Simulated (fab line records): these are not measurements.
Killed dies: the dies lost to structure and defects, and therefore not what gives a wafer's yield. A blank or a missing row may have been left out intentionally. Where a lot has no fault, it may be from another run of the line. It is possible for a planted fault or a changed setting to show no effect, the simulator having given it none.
Which tool did it? + flow nandHarc + Sampling: 11 lots, 31 wafers, 6 of 1159 route steps

WHAT THE GAUGES READ, wafer by wafer
NHARC_END_WLT_00. Usual: VT_DECK1_BOTTOM 0.874, standard deviation 0.0078; VT_DECK1_BOTTOM_INNER 0.873, standard deviation 0.008; VT_DECK1_MEDIAN_NEAR_BOTTOM 0.874, standard deviation 0.0071; VT_DECK1_MEDIAN_NEAR_BOTTOM_INNER 0.874, standard deviation 0.0076; VT_DECK1_MIDDLE 0.886, standard deviation 0.0081; VT_DECK1_MIDDLE_INNER 0.886, standard deviation 0.0071; VT_DECK1_TOP 0.897, standard deviation 0.0078; VT_DECK1_TOP_INNER 0.898, standard deviation 0.008.
| lot  | measured     | on        | VT_DECK1_BOTTOM   | VT_DECK1_BOTTOM_INNER | VT_DECK1_MEDIAN_NEAR_BOTTOM | VT_DECK1_MEDIAN_NEAR_BOTTOM_INNER | VT_DECK1_MIDDLE   | VT_DECK1_MIDDLE_INNER | VT_DECK1_TOP      | VT_DECK1_TOP_INNER | flag |
|------|--------------|-----------|-------------------|-----------------------|-----------------------------|-----------------------------------|-------------------|-----------------------|-------------------|--------------------|------|
| L970 | day 20 04:54 | prober-01 | 0.867 0.872 0.866 | 0.864 0.876 0.865     | 0.874 0.870 0.869           | 0.868 0.875 0.860                 | 0.882 0.884 0.884 | 0.890 0.887 0.884     | 0.895 0.893 0.894 | 0.894 0.904 0.892  |      |
| L971 | day 20 02:25 | prober-02 | 0.863 0.866 0.866 | 0.861 0.869 0.875     | 0.865 0.864 0.868           | 0.865 0.867 0.874                 | 0.887 0.869 0.883 | 0.871 0.880 0.878     | 0.893 0.888 0.884 | 0.891 0.890 0.883  |      |
| L973 | day 19 21:06 | prober-01 | 0.886 0.889 0.877 | 0.883 0.883 0.890     | 0.887 0.882 0.882           | 0.884 0.886 0.887                 | 0.907 0.899 0.886 | 0.894 0.903 0.891     | 0.904 0.910 0.906 | 0.912 0.908 0.912  |      |
| L972 | day 20 09:43 | prober-02 | 0.896 0.887 0.894 | 0.888 0.880 0.888     | 0.886 0.891 0.890           | 0.890 0.895 0.890                 | 0.910 0.900 0.901 | 0.896 0.899 0.895     | 0.911 0.908 0.916 | 0.919 0.914 0.911  |      |
| L974 | day 20 14:35 | prober-01 | 0.874 0.875 0.876 | 0.876 0.869 0.870     | 0.868 0.874 0.884           | 0.867 0.874 0.886                 | 0.885 0.885 0.887 | 0.891 0.878 0.885     | 0.905 0.893 0.896 | 0.893 0.891 0.894  |      |
| L975 | day 21 07:06 | prober-01 | 0.865 0.875 0.876 | 0.876 0.877 0.871     | 0.876 0.870 0.871           | 0.863 0.862 0.868                 | 0.883 0.878 0.880 | 0.882 0.879 0.885     | 0.896 0.891 0.894 | 0.900 0.901 0.896  |      |
| L978 | day 21 16:25 | prober-02 | 0.893             | 0.884                 | 0.883                       | 0.880                             | 0.898             | 0.903                 | 0.922             | 0.919              | OFF  |
| L987 | day 23 14:03 | prober-01 | 0.871 0.865 0.868 | 0.869 0.860 0.862     | 0.865 0.864 0.870           | 0.869 0.864 0.867                 | 0.881 0.880 0.879 | 0.878 0.877 0.878     | 0.891 0.889 0.891 | 0.900 0.885 0.892  |      |
| L988 | day 24 11:08 | prober-01 | 0.869 0.879 0.881 | 0.875 0.874 0.870     | 0.870 0.874 0.873           | 0.867 0.870 0.870                 | 0.888 0.884 0.887 | 0.886 0.880 0.883     | 0.893 0.899 0.898 | 0.891 0.910 0.904  |      |
| L993 | day 25 02:43 | prober-02 | 0.876 0.869 0.878 | 0.869 0.865 0.876     | 0.870 0.873 0.876           | 0.871 0.867 0.877                 | 0.885 0.890 0.895 | 0.887 0.876 0.894     | 0.896 0.883 0.892 | 0.902 0.896 0.897  |      |
| L992 | day 24 20:35 | prober-01 | 0.873 0.872 0.876 | 0.875 0.879 0.878     | 0.868 0.873 0.873           | 0.869 0.878 0.880                 | 0.886 0.882 0.880 | 0.891 0.888 0.880     | 0.896 0.900 0.895 | 0.899 0.892 0.902  |      |

NHARC_END_SORT_01. Usual: killedAtArray 29, standard deviation 12; killedAtOther 0.7, standard deviation 1; killedAtPeriphery 4, standard deviation 3.2; killedDies 34, standard deviation 12; killedOpen 3.4, standard deviation 2; killedShort 1.8, standard deviation 1.3.
| lot  | measured     | on        | killedAtArray | killedAtOther | killedAtPeriphery | killedDies | killedOpen | killedShort | flag |
|------|--------------|-----------|---------------|---------------|-------------------|------------|------------|-------------|------|
| L987 | day 23 17:20 | prober-01 | 46 28 39      | 0 0 0         | 6 8 6             | 52 36 45   | 5 1 1      | 1 1 2       |      |
| L988 | day 24 14:10 | prober-01 | 16 18 24      | 3 2 2         | 2 2 3             | 21 22 29   | 4 3 4      | 1 4 5       |      |

EACH LOT AND THE TOOL THAT RAN IT (in order: tool; ch and the chambers of the sampled wafers; start)
| lot  | NHARC_A_CHANNEL_HOLE_D1_ETCH_22 | NHARC_A_CHANNEL_HOLE_D1_ETCH_24 | NHARC_A_CHANNEL_FILL_D1_ALD_02  | NHARC_A_CHANNEL_FILL_D1_ETCHBACK_20 |
|------|---------------------------------|---------------------------------|---------------------------------|-------------------------------------|
| L970 | harEtch-02 ch 0,1, day 8 21:53  | harEtch-02 ch 0,1, day 8 23:10  | aldHk-02 ch 0,2,3, day 9 02:49  | rieDiel-09 ch 0,1,2, day 10 03:20   |
| L971 | harEtch-01 ch 0,1, day 8 21:55  | harEtch-01 ch 0,1, day 8 23:12  | aldHk-03 ch 0,1,2, day 9 03:14  | rieDiel-10 ch 1,2,3, day 10 03:21   |
| L973 | harEtch-02 ch 0,1, day 9 02:02  | harEtch-02 ch 0,1, day 9 03:18  | aldHk-02 ch 0,1,2, day 9 07:01  | rieDiel-09 ch 1,2,3, day 10 07:59   |
| L972 | harEtch-01 ch 0,1, day 9 02:05  | harEtch-01 ch 0,1, day 9 03:21  | aldHk-03 ch 1,2, day 9 07:08    | rieDiel-10 ch 1,3, day 10 07:59     |
| L974 | harEtch-01 ch 0,1, day 9 14:48  | harEtch-01 ch 0,1, day 9 16:04  | aldHk-02 ch 1,2,3, day 9 19:50  | rieDiel-10 ch 0,1,3, day 10 20:02   |
| L975 | harEtch-02 ch 0,1, day 10 03:29 | harEtch-02 ch 0,1, day 10 04:46 | aldHk-03 ch 0,2,3, day 10 08:29 | rieDiel-09 ch 0,1,2, day 11 10:56   |
| L978 | harEtch-01 ch 0, day 10 09:05   | harEtch-01 ch 0, day 10 10:31   | aldHk-03 ch 0, day 10 13:58     | rieDiel-10 ch 2, day 11 16:15       |
| L987 | harEtch-02 ch 0,1, day 12 17:54 | harEtch-02 ch 0,1, day 12 19:11 | aldHk-04 ch 1,2, day 12 22:58   | rieDiel-09 ch 0,1,2, day 14 02:32   |
| L988 | harEtch-02 ch 0,1, day 12 22:05 | harEtch-02 ch 0,1, day 12 23:21 | aldHk-04 ch 0,1,2, day 13 03:07 | rieDiel-04 ch 0,1,2, day 14 02:29   |
| L993 | harEtch-02 ch 0,1, day 14 00:44 | harEtch-02 ch 0,1, day 14 01:59 | aldHk-02 ch 0,1,3, day 14 05:47 | rieDiel-09 ch 1,2,3, day 15 09:41   |
| L992 | harEtch-02 ch 0,1, day 14 09:04 | harEtch-02 ch 0,1, day 14 10:19 | aldHk-02 ch 0,3, day 14 14:05   | rieDiel-10 ch 1,2,3, day 15 14:48   |
- NHARC_A_CHANNEL_HOLE_D1_ETCH_22: etches the open film in C4F8/O2/Ar, time 666.7 s, target depth 1600 nm.
- NHARC_A_CHANNEL_HOLE_D1_ETCH_24: etches the open film in C4F8/O2/Ar, time 906.2 s, target depth 1500 nm.
- NHARC_A_CHANNEL_FILL_D1_ALD_02: deposits SiO2, target thk 6 nm, pulse time 10 s, ald cycles 60.
- NHARC_A_CHANNEL_FILL_D1_ETCHBACK_20: etches the open film in C4F8/O2/Ar, target depth 27 nm, time 13.5 s.

WHAT THE TOOLS THEMSELVES READ (means of the sampled wafers that have a number; where no wafer has one, the mark that the record gives instead)
NHARC_A_CHANNEL_HOLE_D1_ETCH_22. Usual: drypumpMotorCurrentA 5.6 A, standard deviation 0.35; heBacksideLeakSccm 5.6 sccm, standard deviation 0.51; showerheadPlenumPTorr 3.74 Torr, standard deviation 0.14; throttleValvePct 32.155 %, standard deviation 0.0089.
| lot  | tool       | drypumpMotorCurrentA (A) | heBacksideLeakSccm (sccm) | showerheadPlenumPTorr (Torr) | throttleValvePct (%) | flag |
|------|------------|--------------------------|---------------------------|------------------------------|----------------------|------|
| L970 | harEtch-02 | 5.6                      | 5.8                       | 3.65                         | 32.152               |      |
| L971 | harEtch-01 | 5.8                      | 5.4                       | 3.83                         | 32.154               |      |
| L973 | harEtch-02 | 5.6                      | 5.9                       | 3.64                         | 32.163               |      |
| L972 | harEtch-01 | 5.4                      | 5.4                       | 3.82                         | 32.152               |      |
| L974 | harEtch-01 | 5.8                      | 5.6                       | 3.82                         | 32.152               |      |
| L975 | harEtch-02 | 5.6                      | 5.7                       | 3.64                         | 32.160               |      |
| L978 | harEtch-01 | 6.1                      | 5.2                       | 3.82                         | 32.142               |      |
| L987 | harEtch-02 | 5.6                      | 6.0                       | 3.62                         | 32.156               |      |
| L988 | harEtch-02 | 5.6                      | 5.9                       | 3.62                         | 32.145               |      |
| L993 | harEtch-02 | 5.7                      | 6.3                       | 3.73                         | 32.151               |      |
| L992 | harEtch-02 | 5.6                      | 6.0                       | 3.61                         | 32.153               |      |

NHARC_A_CHANNEL_HOLE_D1_ETCH_24. Usual: drypumpMotorCurrentA 5.6 A, standard deviation 0.35; heBacksideLeakSccm 5.6 sccm, standard deviation 0.56; showerheadPlenumPTorr 3.74 Torr, standard deviation 0.14; throttleValvePct 32.235 %, standard deviation 0.0092.
| lot  | tool       | drypumpMotorCurrentA (A) | heBacksideLeakSccm (sccm) | showerheadPlenumPTorr (Torr) | throttleValvePct (%) | flag |
|------|------------|--------------------------|---------------------------|------------------------------|----------------------|------|
| L970 | harEtch-02 | 5.6                      | 5.5                       | 3.64                         | 32.236               |      |
| L971 | harEtch-01 | 5.8                      | 5.3                       | 3.82                         | 32.244               |      |
| L973 | harEtch-02 | 5.6                      | 5.7                       | 3.64                         | 32.226               |      |
| L972 | harEtch-01 | 5.4                      | 5.3                       | 3.82                         | 32.238               |      |
| L974 | harEtch-01 | 5.8                      | 5.4                       | 3.82                         | 32.239               |      |
| L975 | harEtch-02 | 5.6                      | 5.9                       | 3.63                         | 32.232               |      |
| L978 | harEtch-01 | 6.1                      | 5.5                       | 3.81                         | 32.233               |      |
| L987 | harEtch-02 | 5.6                      | 5.7                       | 3.62                         | 32.234               |      |
| L988 | harEtch-02 | 5.6                      | 5.9                       | 3.62                         | 32.238               |      |
| L993 | harEtch-02 | 5.8                      | 5.6                       | 3.72                         | 32.242               |      |
| L992 | harEtch-02 | 5.6                      | 6.1                       | 3.61                         | 32.234               |      |

NHARC_A_CHANNEL_FILL_D1_ALD_02. Usual: heaterPowerW 478 W, standard deviation 35; precursorPulseHeightRel 1.001, standard deviation 0.022.
| lot  | tool     | heaterPowerW (W) | precursorPulseHeightRel | flag |
|------|----------|------------------|-------------------------|------|
| L970 | aldHk-02 | 466              | 0.970                   |      |
| L971 | aldHk-03 | 487              | 1.004                   |      |
| L973 | aldHk-02 | 476              | 1.003                   |      |
| L972 | aldHk-03 | 482              | 1.011                   |      |
| L974 | aldHk-02 | 494              | 1.003                   |      |
| L975 | aldHk-03 | 503              | 0.990                   |      |
| L978 | aldHk-03 | 478              | 0.978                   |      |
| L987 | aldHk-04 | 423              | 1.021                   |      |
| L988 | aldHk-04 | 455              | 0.987                   |      |
| L993 | aldHk-02 | 464              | 1.002                   |      |
| L992 | aldHk-02 | 458              | 0.991                   |      |

NHARC_A_CHANNEL_FILL_D1_ETCHBACK_20. Usual: oesProductAu 0.97 a.u., standard deviation 0.036; rfVppV 975 V, standard deviation 4.6.
| lot  | tool       | oesProductAu (a.u.) | rfVppV (V) | flag |
|------|------------|---------------------|------------|------|
| L970 | rieDiel-09 | 0.91                | 978        |      |
| L971 | rieDiel-10 | 1.00                | 973        |      |
| L973 | rieDiel-09 | 0.92                | 976        |      |
| L972 | rieDiel-10 | 0.99                | 972        |      |
| L974 | rieDiel-10 | 0.97                | 975        |      |
| L975 | rieDiel-09 | 0.95                | 978        |      |
| L978 | rieDiel-10 | 1.00                | 974        |      |
| L987 | rieDiel-09 | 0.94                | 978        |      |
| L988 | rieDiel-04 | 1.00                | 979        |      |
| L993 | rieDiel-09 | 1.00                | 975        |      |
| L992 | rieDiel-10 | 0.98                | 973        |      |

THE ANSWER, worked out from the rows above alone
Rule: a lot is off if the mean of its wafers that have a number lies more than 3 standard deviations from the usual mean. A lot without any number at a reading at which 4 lots or more have one is off too. The other lots that the step has rows for count as sound. After the gauges, taken in route order, come the tools' own readings; for these a lot's mean is taken, as printed above. The first step at which some lot is off is used, and at that step the reading that is off furthest; a lot without a number counts as furthest.
Off: at NHARC_END_WLT_00 (VT_DECK1_TOP), L978.
A tool fits if, at a process step before that reading, it ran every lot that is off, and no sound lot after the first of them. Gauges at NHARC_END_WLT_00: tried the same way as those tools. Undecided on this evidence; 2 tools fit (harEtch-01 at NHARC_A_CHANNEL_HOLE_D1_ETCH_22 and NHARC_A_CHANNEL_HOLE_D1_ETCH_24, aldHk-03 at NHARC_A_CHANNEL_FILL_D1_ALD_02).

WHAT THE SIMULATOR PUT IN
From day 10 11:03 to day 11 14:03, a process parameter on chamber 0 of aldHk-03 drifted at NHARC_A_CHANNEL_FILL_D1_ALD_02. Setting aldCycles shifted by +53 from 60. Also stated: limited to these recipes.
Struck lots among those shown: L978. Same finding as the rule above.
